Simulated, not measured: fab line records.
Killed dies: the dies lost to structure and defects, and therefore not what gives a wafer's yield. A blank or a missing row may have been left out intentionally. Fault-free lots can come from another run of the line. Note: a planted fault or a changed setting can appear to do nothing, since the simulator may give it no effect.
Matching of chambers | flow n5Finfet | aldMetal-04 running N5_BEOL_M8_ALD_77: 4 sister chambers
The step deposits TaN, target thk 2 nm, pulse time 2 s, purge time 3 s. 8 wafers are shown with their chamber, then 7 later ones without.

## WAFERS WITH THEIR CHAMBER
wafer  | chamber | heaterPowerW (W)
L125.1 | 2       | 417
L125.2 | 3       | 449
L129.4 | 1       | 376
L131.2 | 2       | 422
L131.3 | 0       | 395
L131.4 | 3       | 446
L139.1 | 1       | 329
L139.2 | 0       | 398

## WAFERS WITH NO CHAMBER GIVEN
wafer  | heaterPowerW (W)
L139.3 | 425
L141.3 | 425
L141.5 | 327
L141.6 | 395
L142.1 | 400
L142.5 | 439
L142.6 | 397

## WHICH CHAMBER EACH ONE RAN IN
wafer  | from the rows above          | in truth
L139.3 | can't be placed: 2 or 3 or 0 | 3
L141.3 | can't be placed: 2 or 3 or 0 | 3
L141.5 | 1                            | 1
L141.6 | can't be placed: 0 or 2      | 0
L142.1 | can't be placed: 0 or 2      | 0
L142.5 | can't be placed: 3 or 2      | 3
L142.6 | can't be placed: 0 or 2      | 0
Correctly placed: 1 of 7. Not placeable from these rows: 6 (in 6, the candidates include the true chamber). Number placed wrongly: 0.
How it was worked out, from the rows above alone: a wafer's distance from a chamber is the root of the sum, over the readings, of the square of ((its reading less the chamber's mean) divided by the reading's scatter). The wafer belongs to the nearest chamber; if the next one is less than 2 further off, it can't be placed. For every chamber, the mean is computed from those of its wafers that are shown. The scatter: take each reading less its chamber's mean, square it, sum over the shown wafers, divide by the number of wafers less the number of chambers, and take the root.
